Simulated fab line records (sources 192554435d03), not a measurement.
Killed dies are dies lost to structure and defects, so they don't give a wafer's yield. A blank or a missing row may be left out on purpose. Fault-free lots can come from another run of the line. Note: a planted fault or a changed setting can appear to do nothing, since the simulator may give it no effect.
A lot that was struck, set against a sound lot :: flow n5_finfet :: 38 steps out of a route of 1938
Sound: wafers L133.1, L133.5, L133.6. Struck: wafers L130.2, L130.3, L130.5. The cause comes at the end.
For every step that has rows: the tool of each side, followed by ch and its chambers, followed by its first start. Under that, the readings that differ: sound wafers :: struck wafers :: difference of the means :: sigmas: that difference in standard deviations of wafers without a fault.
alike: readings whose means differ by less than 2 such deviations, and words and numbers that are the same on both sides. not compared: withheld readings, readings that some wafer has no value for, bounds like >300 that may hide the same value, and numbers for which the record gives no deviation and whose values overlap.
The two part at a step that has a row with sigmas, a row that says differs or no value, or rows on one side only. When numbers do not overlap yet have no deviation, they are printed without sigmas and do not part them. A reading missing from all wafers of one side parts the sides only when that side holds two or more wafers.

first, 9 steps without rows for these wafers: N5_BEOL_M4_ANNEAL_95 (time 240 s); N5_BEOL_M4_SPUTTER_96 (material Cu, target thk 4.5 nm, time 8.29 s); N5_BEOL_M4_ECD_50 (material Cu, target thk 300 nm); N5_BEOL_M4_ANNEAL_51 (time 90 s); N5_BEOL_M4_CMP_52 (polishes, stops on SiOC, t overpolish 6.8 s, target thk 40 nm); N5_BEOL_M4_PRE_CLEAN_60 (time 15 s); N5_BEOL_M4_CO_CAP_55 (material Co, precursor CCTBA/H2, target thk 2 nm, time 102.1 s); N5_BEOL_M4_PRE_CLEAN_56 (time 15 s); N5_BEOL_M4_DEP_57 (deposits SiCN from 3MS/NH3, target thk 8 nm, time 14 s).
N5_BEOL_M4_RC_MEAS_101:
  sound on prober-01 ch 0, day 13 17:16; struck on prober-01 ch 0, day 12 05:05
  alike: DIBL_N, DIBL_P, IOFF_N, IOFF_P, ION_N, ION_P, SS_N, SS_P, VT_N, VT_P
then, 24 steps without rows for these wafers: N5_BEOL_M5_ILD_DEP_00 (deposits SiCOH lowk from DEMS/porogen, target thk 140.64 nm, time 25.9 s); N5_BEOL_M5_CURE_79 (cures SiCOH lowk, time 240 s); N5_BEOL_M5_PECVD_70 (deposits SiO2 from TEOS/O2, target thk 16 nm, time 18 s); N5_BEOL_M5_HM_DEP_02 (deposits TiN, target thk 20 nm); N5_BEOL_M5_COAT_59 (time 60 s, resist thk 60 nm); N5_BEOL_M5_COAT_60 (time 60 s, resist thk 12 nm); N5_BEOL_M5_COAT_71 (time 60 s, resist thk 5 nm); N5_BEOL_M5_COAT_05 (resist thk 30 nm); N5_BEOL_M5_EBR_07; N5_BEOL_M5_SOFTBAKE_06 (time 60 s); N5_BEOL_M5_EXPOSE_08 (exposes mask M5, target cd 28 nm); N5_BEOL_M5_PEB_09 (peb time 60 s); N5_BEOL_M5_DEVELOP_10 (develop time 30 s); N5_BEOL_M5_DESCUM_16 (chemistry O2, time 7 s); N5_BEOL_M5_ETCH_72 (etches underlayer in N2/H2, target depth 6.5 nm, time 5.2 s); N5_BEOL_M5_ETCH_61 (etches SiARC in CF4, target depth 15.6 nm, time 26 s); N5_BEOL_M5_ETCH_62 (etches SOC in N2/H2, target depth 75 nm, overetch 15 nm, time 112.5 s); N5_BEOL_M5_STRIP_63 (strips in N2/H2); N5_BEOL_M5_STRIP_73 (strips in N2/H2); N5_BEOL_M5_STRIP_64 (strips in CF4); N5_BEOL_M5_HM_OPEN_17 (chemistry Cl2/BCl3, target TiN, target depth 20 nm, overetch 6 nm); N5_BEOL_M5_STRIP_19 (strips in O2); N5_BEOL_M5_COAT_65 (time 60 s, resist thk 60 nm); N5_BEOL_M5_COAT_66 (time 60 s, resist thk 12 nm).
-- record jumps: 3 days separate the struck wafers' starts on either side; left off in module BEOL_M5, taken up again in module BEOL_M11, whose first shown step is the route's number 1578 --
N5_BEOL_M11_TRENCH_ETCH_37: etches SiCOH lowk in C4F6/O2, target depth 148.83 nm, time 48 s.
  sound on rie_diel-01 ch 0,2,3, day 16 08:26; struck on rie_diel-01 ch 0,1,3, day 14 19:34
  no value came back on the struck wafers for any of 8 readings (C4F6_flow_sccm (sccm), O2_flow_sccm (sccm) and others); on the sound wafers C4F6_flow_sccm (sccm) reads 9.93 10.02 10.00
reading: model.TiN_of_BEOL_M11_HM_DEP_02.thk_nm (nm)
sound: 15.6 15.4 15.6
struck: 20.2 20 20
difference: +4.5
sigmas: 
  not compared: rf_hours_counter_h
N5_BEOL_M11_OCD_MEAS_38:
  sound on ocd-02 at day 16 08:37; struck on ocd-01 at day 14 19:45
reading: trench_depth_nm (nm)
sound: 149.5 151.7 148.1
struck: 0.4 0.1 0
difference: -149.6
sigmas: -52
N5_BEOL_M11_CMP_52: polishes, stops on SiCOH lowk, t overpolish 7 s, target thk 140 nm.
  sound on cmp-04 ch 0,2,3, day 16 11:01; struck on cmp-03 ch 0,1,3, day 14 22:28
reading: model.Cu_of_BEOL_M11_ECD_50.thk_nm (nm)
sound: 139.2 140.6 138.8
struck: 0.2 1.4 0.6
difference: -138.8
sigmas: 
  alike: motor_current_A, platen_rpm
N5_PASSIVATION_PROBE_49:
  the record has rows for the struck wafers here (prober-02, day 16 10:41) and none for the sound ones

## WHERE THEY PART
Last at N5_PASSIVATION_PROBE_49 as far as this record goes, first at N5_BEOL_M11_TRENCH_ETCH_37.

WHY: what had been put in by the simulator
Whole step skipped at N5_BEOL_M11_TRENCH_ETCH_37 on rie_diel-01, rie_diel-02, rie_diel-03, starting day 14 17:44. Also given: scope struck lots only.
